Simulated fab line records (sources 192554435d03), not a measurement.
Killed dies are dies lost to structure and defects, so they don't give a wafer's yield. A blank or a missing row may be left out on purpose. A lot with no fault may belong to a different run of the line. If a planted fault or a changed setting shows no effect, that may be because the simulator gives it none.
What tool caused it? :: flow n5Finfet :: 33 wafers sampled from 11 lots at 1 step of a route of 1938

WHAT THE GAUGES SHOWED, per wafer
N5_BEOL_M10_INSPECT_58: inspects for defects (darkfield).
lot: L197
measured: day 10 00:25
on: defectInspect-01
rawDefectCount: 47 40 30

lot: L199
measured: day 10 05:43
on: defectInspect-02
rawDefectCount: 71 65 90

lot: L201
measured: day 11 07:28
on: defectInspect-01
rawDefectCount: 67 86 125

lot: L203
measured: day 12 04:10
on: defectInspect-01
rawDefectCount: 85 96 52

lot: L206
measured: day 12 07:02
on: defectInspect-01
rawDefectCount: 42 48 63

lot: L207
measured: day 13 03:46
on: defectInspect-01
rawDefectCount: 60 49 52

lot: L211
measured: day 13 15:49
on: defectInspect-01
rawDefectCount: 82 83 51

lot: L210
measured: day 13 23:03
on: defectInspect-01
rawDefectCount: 58 46 91

lot: L214
measured: day 14 14:22
on: defectInspect-02
rawDefectCount: 87 39 54

lot: L216
measured: day 15 08:43
on: defectInspect-01
rawDefectCount: 65 104 65

lot: L220
measured: day 15 20:26
on: defectInspect-01
rawDefectCount: 79 40 88

EACH LOT AND THE TOOL THAT RAN IT (in order: tool; ch and the chambers of the sampled wafers; start)
Before these readings, the record contains no process step.

THE ANSWER, worked out from the rows above alone
Rule: the lots themselves supply what counts as usual. The widest of any qualifying gaps counts: lots, ordered by their means at a reading, are off when they make up no more than a third of the lots, leave a main group of 4 or more, and stand apart from it by 3 or more times the standard deviation of that group's means. A main group whose means are all the same, to the digits that the tables above print for the reading, isn't used. Also off: a lot with no number at a reading for which 4 or more lots have one. Any other lot the step has rows for is counted as sound.
Nothing can be told from this: no lot is off at any reading shown.

WHAT HAD BEEN PUT IN BY THE SIMULATOR
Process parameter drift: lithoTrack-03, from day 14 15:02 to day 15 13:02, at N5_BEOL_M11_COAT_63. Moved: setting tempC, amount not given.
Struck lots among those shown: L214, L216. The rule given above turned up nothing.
